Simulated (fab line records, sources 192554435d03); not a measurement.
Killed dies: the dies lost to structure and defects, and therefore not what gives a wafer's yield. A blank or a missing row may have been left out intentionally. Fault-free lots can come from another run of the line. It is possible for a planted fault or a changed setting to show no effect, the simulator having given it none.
The tool behind it: which one? | flow n5_finfet | 13 lots, 39 wafers sampled, at 8 steps of a route of 1938

== WHAT THE GAUGES READ, wafer by wafer ==
N5_MOL_CONTACT_COAG_CD_MEAS_99: the cd target is 17.2 nm.
lot  | measured     | on        | cd_nm (nm)
L286 | day 5 03:47  | cd_sem-01 | 17.01 16.88 17.29
L289 | day 5 15:36  | cd_sem-03 | 16.94 17.23 17.39
L290 | day 5 23:12  | cd_sem-01 | 17.19 17.14 16.93
L293 | day 6 18:38  | cd_sem-02 | 17.38 16.42 17.44
L297 | day 7 18:13  | cd_sem-02 | 17.58 17.54 17.09
L298 | day 8 00:10  | cd_sem-03 | - - -
L299 | day 8 04:32  | cd_sem-02 | - - -
L300 | day 8 10:26  | cd_sem-02 | - - -
L301 | day 8 17:32  | cd_sem-01 | 17.46 16.65 16.98
L304 | day 9 08:35  | cd_sem-01 | 17.21 16.62 17.01
L305 | day 9 15:31  | cd_sem-02 | 17.24 17.20 17.29
L306 | day 9 22:47  | cd_sem-02 | 17.73 17.01 17.42
L307 | day 10 06:04 | cd_sem-01 | 17.47 17.68 17.86

N5_BEOL_M4_RC_MEAS_101.
lot  | measured     | on        | DIBL_N (mV/V)  | DIBL_P (mV/V)  | IOFF_N (nA/um)    | IOFF_P (nA/um)    | ION_N (uA/um) | ION_P (uA/um) | SS_N (mV/dec)  | SS_P (mV/dec)  | VT_N (mV)         | VT_P (mV)
L286 | day 9 18:11  | prober-01 | 37.5 37.8 35.0 | 38.2 39.5 35.7 | 0.185 0.200 0.143 | 0.238 0.248 0.190 | 676 675 670   | 460 459 463   | 71.3 73.1 71.3 | 74.3 74.2 73.0 | 247.9 245.3 250.0 | -248.6 -248.1 -251.1
L289 | day 10 22:22 | prober-01 | 37.2 36.5 35.9 | 37.1 36.6 35.2 | 0.172 0.161 0.140 | 0.244 0.243 0.227 | 676 672 669   | 472 467 469   | 71.9 71.8 71.0 | 73.9 73.0 72.7 | 248.4 247.0 252.1 | -244.4 -247.3 -248.4
L290 | day 11 10:13 | prober-01 | 36.3 34.8 36.3 | 36.4 33.7 35.6 | 0.166 0.135 0.171 | 0.199 0.167 0.199 | 684 677 691   | 462 463 465   | 71.2 71.3 71.8 | 73.6 72.6 73.6 | 248.7 252.9 248.2 | -252.6 -251.8 -250.2
L293 | day 17 15:38 | prober-02 | 35.6 35.7 36.2 | 35.6 36.2 36.6 | 0.134 0.138 0.144 | 0.184 0.190 0.195 | 670 664 668   | 460 463 461   | 71.4 71.3 71.4 | 73.3 72.7 73.2 | 250.1 251.8 250.7 | -253.3 -253.4 -251.7
L297 | day 14 23:47 | prober-01 | 34.7 36.8 35.3 | 33.6 35.7 34.6 | 0.137 0.175 0.146 | 0.184 0.211 0.197 | 666 667 665   | 458 453 458   | 70.4 71.2 70.7 | 72.8 73.8 73.1 | 250.3 248.7 248.0 | -251.3 -250.6 -250.7
L301 | day 15 15:35 | prober-01 | 35.4 35.7 34.8 | 36.2 37.6 35.6 | 0.143 0.146 0.134 | 0.196 0.219 0.186 | 665 669 658   | 461 463 454   | 71.9 71.4 72.3 | 73.2 73.5 73.0 | 253.8 252.3 252.1 | -252.5 -248.9 -251.9
L304 | day 17 07:20 | prober-02 | 36.7 37.0 35.8 | 36.8 37.5 35.6 | 0.160 0.168 0.143 | 0.218 0.219 0.199 | 677 684 665   | 467 468 463   | 71.3 70.9 71.3 | 73.0 72.6 73.0 | 248.6 249.9 249.8 | -247.3 -248.5 -250.6
L305 | day 17 06:04 | prober-02 | 36.5 40.0 37.1 | 36.4 40.9 37.2 | 0.150 0.228 0.171 | 0.210 0.301 0.236 | 676 699 677   | 466 479 471   | 71.5 72.5 71.1 | 72.9 74.0 73.1 | 250.0 242.9 246.3 | -250.0 -244.8 -247.0
L306 | day 16 08:40 | prober-01 | 34.9 34.3 34.9 | 37.6 36.8 36.6 | 0.168 0.150 0.157 | 0.241 0.235 0.232 | 668 673 665   | 470 472 465   | 70.4 71.7 71.8 | 73.3 73.1 72.6 | 247.3 249.5 251.7 | -247.3 -244.4 -248.7
L307 | day 17 17:07 | prober-01 | 35.6 36.3 36.0 | 35.2 34.7 35.2 | 0.158 0.159 0.158 | 0.210 0.200 0.205 | 682 666 675   | 464 459 458   | 72.1 72.0 71.3 | 73.3 73.4 73.0 | 248.2 249.2 249.8 | -248.4 -250.9 -249.2

== TOOL THAT RAN EACH LOT (tool first, then ch and the chambers of the sampled wafers, then the start) ==
lot  | N5_GATE_CUT_ETCH_19               | N5_GATE_CUT_CMP_23            | N5_MOL_CONTACT_COAG_ETCH_106       | N5_MOL_CONTACT_COAG_CONTACT_ETCH_14 | N5_MOL_CONTACT_COAG_ETCH_15        | N5_MOL_CONTACT_COAG_TI_SIL_19
L286 | rie_diel-01 ch 0,2, day 4 23:34   | cmp-04 ch 2,3, day 5 01:52    | rie_diel-04 ch 0,2,3, day 5 03:28  | rie_diel-04 ch 0,2,3, day 5 03:34   | rie_diel-04 ch 0,2,3, day 5 03:36  | pvd_sputter-01, day 5 05:01
L289 | rie_diel-03 ch 0,1,2, day 5 11:34 | cmp-04 ch 1,2,3, day 5 13:41  | rie_diel-04 ch 1,2,3, day 5 15:17  | rie_diel-04 ch 1,2,3, day 5 15:23   | rie_diel-04 ch 1,2,3, day 5 15:25  | pvd_sputter-01, day 5 16:05
L290 | rie_diel-06 ch 0,2,3, day 5 18:47 | cmp-03 ch 1,2,3, day 5 20:57  | rie_diel-02 ch 1,2,3, day 5 22:53  | rie_diel-02 ch 1,2,3, day 5 22:59   | rie_diel-02 ch 1,2,3, day 5 23:01  | pvd_sputter-02, day 6 01:28
L293 | rie_diel-01 ch 1,2,3, day 6 14:44 | cmp-03 ch 0,1,2, day 6 16:49  | rie_diel-04 ch 1,2,3, day 6 18:19  | rie_diel-04 ch 1,2,3, day 6 18:25   | rie_diel-04 ch 1,2,3, day 6 18:27  | pvd_sputter-03, day 6 19:19
L297 | rie_diel-03 ch 0,1, day 7 13:50   | cmp-03 ch 0,2,3, day 7 16:00  | rie_diel-02 ch 1,2, day 7 17:55    | rie_diel-02 ch 1,2, day 7 18:01     | rie_diel-02 ch 1,2, day 7 18:02    | pvd_sputter-01, day 7 18:41
L298 | rie_diel-06 ch 1,3, day 7 19:34   | cmp-03 ch 1,2, day 7 22:20    | rie_diel-04 ch 1,2,3, day 7 23:51  | rie_diel-04 ch 1,2,3, day 7 23:57   | rie_diel-04 ch 1,2,3, day 7 23:59  | pvd_sputter-02, day 8 01:58
L299 | rie_diel-06 ch 0,1,2, day 8 00:31 | cmp-01 ch 0,1,3, day 8 02:41  | rie_diel-05 ch 2,3, day 8 04:14    | rie_diel-05 ch 2,3, day 8 04:20     | rie_diel-05 ch 2,3, day 8 04:22    | pvd_sputter-01, day 8 05:21
L300 | rie_diel-03 ch 0,2,3, day 8 06:19 | cmp-03 ch 0,1,2, day 8 08:21  | rie_diel-04 ch 0,2,3, day 8 10:07  | rie_diel-04 ch 0,2,3, day 8 10:13   | rie_diel-04 ch 0,2,3, day 8 10:16  | pvd_sputter-01, day 8 10:55
L301 | rie_diel-01 ch 1,2, day 8 13:13   | cmp-03 ch 0,1,2, day 8 15:40  | rie_diel-02 ch 0,1,3, day 8 17:14  | rie_diel-02 ch 0,1,3, day 8 17:20   | rie_diel-02 ch 0,1,3, day 8 17:22  | pvd_sputter-01, day 8 18:45
L304 | rie_diel-01 ch 1,3, day 9 04:41   | cmp-01 ch 0,2,3, day 9 06:48  | rie_diel-04 ch 0,1,2, day 9 08:16  | rie_diel-04 ch 0,1,2, day 9 08:22   | rie_diel-04 ch 0,1,2, day 9 08:24  | pvd_sputter-01, day 9 10:57
L305 | rie_diel-01 ch 0,1,3, day 9 11:36 | cmp-01 ch 2,3, day 9 13:41    | rie_diel-04 ch 1,2,3, day 9 15:11  | rie_diel-04 ch 1,2,3, day 9 15:17   | rie_diel-04 ch 1,2,3, day 9 15:20  | pvd_sputter-03, day 9 16:09
L306 | rie_diel-03 ch 0,1, day 9 18:43   | cmp-03 ch 1,2, day 9 20:48    | rie_diel-02 ch 2,3, day 9 22:28    | rie_diel-02 ch 2,3, day 9 22:34     | rie_diel-02 ch 2,3, day 9 22:36    | pvd_sputter-01, day 9 23:15
L307 | rie_diel-03 ch 0,3, day 10 02:02  | cmp-03 ch 0,2,3, day 10 04:05 | rie_diel-02 ch 0,1,2, day 10 05:45 | rie_diel-02 ch 0,1,2, day 10 05:51  | rie_diel-02 ch 0,1,2, day 10 05:53 | pvd_sputter-01, day 10 06:34
- N5_GATE_CUT_ETCH_19: etches SiNx in CH3F/O2, target depth 53.7 nm, time 76.7 s.
- N5_GATE_CUT_CMP_23: polishes, stops on SiO2, t overpolish 23.4 s, target thk 16 nm.
- N5_MOL_CONTACT_COAG_ETCH_106: etches SOC in N2/H2, target depth 80 nm, overetch 16 nm, time 120 s.
- N5_MOL_CONTACT_COAG_CONTACT_ETCH_14: etches SiO2 in C4F6/O2, target depth 27.5 nm, overetch 8.5 nm, time 20 s.
- N5_MOL_CONTACT_COAG_ETCH_15: etches SiNx in CH3F/O2, stops on Si:P, target depth 7 nm.
- N5_MOL_CONTACT_COAG_TI_SIL_19: material Ti, target thk 4.2 nm, time 15 s.

== WHAT THE TOOLS THEMSELVES READ (means of the sampled wafers that have a number; where no wafer has one, the mark that the record gives instead) ==
N5_GATE_CUT_ETCH_19.
lot  | tool        | CH3F_flow_sccm (sccm) | O2_flow_sccm (sccm) | drypump_motor_current_A (A) | etch_rf_on_time_s (s) | oes_product_au (a.u.) | rf_vpp_V (V) | showerhead_plenum_p_Torr (Torr) | throttle_valve_pct (%)
L286 | rie_diel-01 | 29.95                 | 20.00               | 5.5                         | 77.5                  | 0.64                  | 298          | 2.00                            | 16.63
L289 | rie_diel-03 | 30.07                 | 20.03               | 5.7                         | 77.1                  | 0.71                  | 299          | 2.03                            | 16.25
L290 | rie_diel-06 | 30.10                 | 19.93               | 5.9                         | 77.2                  | 0.66                  | 296          | 2.01                            | 16.25
L293 | rie_diel-01 | 30.03                 | 20.04               | 5.8                         | 76.7                  | 0.71                  | 295          | 1.99                            | 16.40
L297 | rie_diel-03 | 29.99                 | 20.03               | 5.5                         | 77.5                  | 0.65                  | 301          | 2.03                            | 16.28
L298 | rie_diel-06 | 29.91                 | 20.00               | 6.1                         | 76.4                  | 0.75                  | 292          | 1.94                            | 16.29
L299 | rie_diel-06 | 29.97                 | 19.95               | 6.1                         | 76.6                  | 0.72                  | 296          | 2.03                            | 16.31
L300 | rie_diel-03 | 29.93                 | 20.01               | 6.0                         | 77.0                  | 0.72                  | 296          | 1.98                            | 16.28
L301 | rie_diel-01 | 29.99                 | 20.01               | 5.6                         | 77.6                  | 0.64                  | 296          | 1.93                            | 16.61
L304 | rie_diel-01 | 30.04                 | 19.99               | 5.8                         | 76.7                  | 0.66                  | 293          | 1.94                            | 16.48
L305 | rie_diel-01 | 29.93                 | 20.05               | 5.7                         | 75.7                  | 0.72                  | 294          | 1.96                            | 16.36
L306 | rie_diel-03 | 30.17                 | 20.02               | 5.5                         | 77.4                  | 0.64                  | 301          | 2.03                            | 16.32
L307 | rie_diel-03 | 29.97                 | 19.97               | 6.1                         | 76.9                  | 0.71                  | 298          | 1.95                            | 16.36

N5_GATE_CUT_CMP_23.
lot  | tool   | motor_current_A (A) | overpolish_run_s (s) | slurry_filter_dp_kPa (kPa) | time_to_endpoint_s (s)
L286 | cmp-04 | 9.8                 | 23.399               | 13.52                      | 18.8
L289 | cmp-04 | 9.9                 | 23.403               | 13.56                      | 20.6
L290 | cmp-03 | 8.9                 | 23.404               | 13.43                      | 19.1
L293 | cmp-03 | 9.0                 | 23.400               | 13.44                      | 20.8
L297 | cmp-03 | 8.9                 | 23.404               | 13.50                      | 20.1
L298 | cmp-03 | 8.9                 | 23.396               | 13.52                      | 20.9
L299 | cmp-01 | 8.8                 | 23.405               | 13.45                      | 17.4
L300 | cmp-03 | 8.7                 | 23.408               | 13.50                      | 21.3
L301 | cmp-03 | 8.9                 | 23.396               | 13.44                      | 19.9
L304 | cmp-01 | 10.1                | 23.409               | 13.55                      | 19.7
L305 | cmp-01 | 10.2                | 23.401               | 13.53                      | 23.3
L306 | cmp-03 | 9.1                 | 23.405               | 13.64                      | 19.6
L307 | cmp-03 | 8.9                 | 23.406               | 13.63                      | 18.6

N5_MOL_CONTACT_COAG_ETCH_106.
lot  | tool        | bias_w (W) | chamber_pressure_mTorr (mTorr) | drypump_motor_current_A (A) | oes_product_au (a.u.) | rf_vpp_V (V) | showerhead_plenum_p_Torr (Torr) | throttle_valve_pct (%)
L286 | rie_diel-04 | 149.7      | 29.994                         | 5.5                         | 0.64                  | 522.2        | 2.52                            | 17.98
L289 | rie_diel-04 | 150.4      | 30.014                         | 5.3                         | 0.71                  | 524.1        | 2.54                            | 17.92
L290 | rie_diel-02 | 150.2      | 30.025                         | 5.7                         | 0.71                  | 525.5        | 2.60                            | 17.90
L293 | rie_diel-04 | 149.8      | 30.009                         | 5.3                         | 0.70                  | 524.2        | 2.54                            | 17.94
L297 | rie_diel-02 | 149.8      | 29.992                         | 5.7                         | 0.68                  | 527.3        | 2.65                            | 17.88
L298 | rie_diel-04 | -          | -                              | -                           | -                     | -            | -                               | -
L299 | rie_diel-05 | -          | -                              | -                           | -                     | -            | -                               | -
L300 | rie_diel-04 | -          | -                              | -                           | -                     | -            | -                               | -
L301 | rie_diel-02 | 149.8      | 29.972                         | 5.7                         | 0.66                  | 522.4        | 2.50                            | 17.87
L304 | rie_diel-04 | 150.3      | 29.993                         | 5.6                         | 0.76                  | 524.2        | 2.57                            | 17.83
L305 | rie_diel-04 | 150.0      | 30.009                         | 5.3                         | 0.68                  | 524.2        | 2.53                            | 17.99
L306 | rie_diel-02 | 151.0      | 30.014                         | 5.7                         | 0.70                  | 525.1        | 2.59                            | 18.03
L307 | rie_diel-02 | 149.9      | 29.994                         | 5.7                         | 0.66                  | 524.0        | 2.58                            | 17.88

N5_MOL_CONTACT_COAG_CONTACT_ETCH_14.
lot  | tool        | C4F6_flow_sccm (sccm) | O2_flow_sccm (sccm) | drypump_motor_current_A (A) | oes_product_au (a.u.) | rf_vpp_V (V) | showerhead_plenum_p_Torr (Torr) | throttle_valve_pct (%)
L286 | rie_diel-04 | 16.04                 | 9.979               | 5.5                         | 0.61                  | 692          | 2.85                            | 21.36
L289 | rie_diel-04 | 15.98                 | 9.990               | 5.3                         | 0.67                  | 694          | 2.88                            | 21.36
L290 | rie_diel-02 | 15.95                 | 10.031              | 5.7                         | 0.68                  | 694          | 2.93                            | 21.31
L293 | rie_diel-04 | 15.99                 | 9.987               | 5.3                         | 0.66                  | 694          | 2.88                            | 21.37
L297 | rie_diel-02 | 16.02                 | 10.002              | 5.7                         | 0.65                  | 698          | 3.00                            | 21.28
L298 | rie_diel-04 | 15.98                 | 9.984               | 5.3                         | 0.29                  | 692          | 2.87                            | 21.19
L299 | rie_diel-05 | 16.00                 | 9.999               | 6.3                         | 0.27                  | 696          | 2.97                            | 21.28
L300 | rie_diel-04 | 16.03                 | 9.988               | 5.4                         | 0.30                  | 695          | 2.95                            | 21.09
L301 | rie_diel-02 | 15.98                 | 10.010              | 5.7                         | 0.63                  | 691          | 2.83                            | 21.31
L304 | rie_diel-04 | 16.02                 | 10.013              | 5.6                         | 0.72                  | 693          | 2.90                            | 21.30
L305 | rie_diel-04 | 16.00                 | 10.002              | 5.3                         | 0.65                  | 693          | 2.86                            | 21.41
L306 | rie_diel-02 | 16.03                 | 10.018              | 5.7                         | 0.67                  | 694          | 2.92                            | 21.38
L307 | rie_diel-02 | 16.03                 | 10.017              | 5.7                         | 0.63                  | 694          | 2.91                            | 21.28

N5_MOL_CONTACT_COAG_ETCH_15.
lot  | tool        | CH3F_flow_sccm (sccm) | O2_flow_sccm (sccm) | drypump_motor_current_A (A) | oes_product_au (a.u.) | rf_vpp_V (V) | showerhead_plenum_p_Torr (Torr) | throttle_valve_pct (%)
L286 | rie_diel-04 | 30.05                 | 20.05               | 5.5                         | 0.52                  | 297.4        | 1.98                            | 16.47
L289 | rie_diel-04 | 30.03                 | 20.06               | 5.3                         | 0.58                  | 297.2        | 2.00                            | 16.43
L290 | rie_diel-02 | 30.06                 | 19.95               | 5.7                         | 0.58                  | 298.4        | 2.04                            | 16.36
L293 | rie_diel-04 | 29.98                 | 20.02               | 5.3                         | 0.57                  | 296.6        | 2.00                            | 16.44
L297 | rie_diel-02 | 30.01                 | 20.00               | 5.7                         | 0.56                  | 298.1        | 2.09                            | 16.35
L298 | rie_diel-04 | 29.92                 | 20.00               | 5.3                         | 0.29                  | 296.4        | 1.99                            | 16.43
L299 | rie_diel-05 | 29.94                 | 20.00               | 6.3                         | 0.27                  | 295.1        | 2.07                            | 16.55
L300 | rie_diel-04 | 29.94                 | 19.96               | 5.5                         | 0.30                  | 297.5        | 2.05                            | 16.34
L301 | rie_diel-02 | 30.01                 | 20.05               | 5.7                         | 0.55                  | 297.2        | 1.97                            | 16.39
L304 | rie_diel-04 | 29.97                 | 20.00               | 5.6                         | 0.61                  | 297.6        | 2.02                            | 16.35
L305 | rie_diel-04 | 29.92                 | 19.99               | 5.3                         | 0.55                  | 297.0        | 1.99                            | 16.50
L306 | rie_diel-02 | 30.07                 | 19.98               | 5.6                         | 0.57                  | 299.9        | 2.03                            | 16.44
L307 | rie_diel-02 | 29.99                 | 20.01               | 5.7                         | 0.55                  | 298.8        | 2.02                            | 16.38

N5_MOL_CONTACT_COAG_TI_SIL_19.
lot  | tool           | throttle_valve_pct (%)
L286 | pvd_sputter-01 | 29.4
L289 | pvd_sputter-01 | 29.8
L290 | pvd_sputter-02 | 29.9
L293 | pvd_sputter-03 | 29.1
L297 | pvd_sputter-01 | 29.3
L298 | pvd_sputter-02 | 30.0
L299 | pvd_sputter-01 | 29.1
L300 | pvd_sputter-01 | 30.3
L301 | pvd_sputter-01 | 29.5
L304 | pvd_sputter-01 | 30.0
L305 | pvd_sputter-03 | 28.5
L306 | pvd_sputter-01 | 29.5
L307 | pvd_sputter-01 | 29.6

== THE ANSWER, worked out from the rows above alone ==
Rule: the lots themselves supply what counts as usual. Put in order of their means at a reading, lots are off if they are a third of the lots or fewer, leave a main group of 4 or more, and stand apart from it by a gap of 3 or more times the standard deviation of the main group's means; of several such gaps the widest counts. A main group is skipped when, at the precision printed for the reading in the tables above, its means are all equal. A lot without any number at a reading at which 4 lots or more have one is off too. Where the step has rows for the other lots, those lots are counted as sound. The gauges are gone through in route order, then the tools' own readings, and for those a lot's mean is taken as printed above. At the first step where some lot is off, the reading lying furthest off is the one used; lots without a number count as furthest.
Off: L298, L299, L300, at N5_MOL_CONTACT_COAG_CD_MEAS_99 (cd_nm). Without a number there: L298, L299, L300. Main group: mean 17.21 nm, sd 0.21.
A tool fits if, at a process step before that reading, it ran every lot that is off, and no sound lot after the first of them. The gauges at N5_MOL_CONTACT_COAG_CD_MEAS_99 aren't tried: what is off there is off at N5_MOL_CONTACT_COAG_ETCH_106 too, on other tools, and a gauge's error can't cause that. None of those tried fits.

== WHAT HAD BEEN PUT IN BY THE SIMULATOR ==
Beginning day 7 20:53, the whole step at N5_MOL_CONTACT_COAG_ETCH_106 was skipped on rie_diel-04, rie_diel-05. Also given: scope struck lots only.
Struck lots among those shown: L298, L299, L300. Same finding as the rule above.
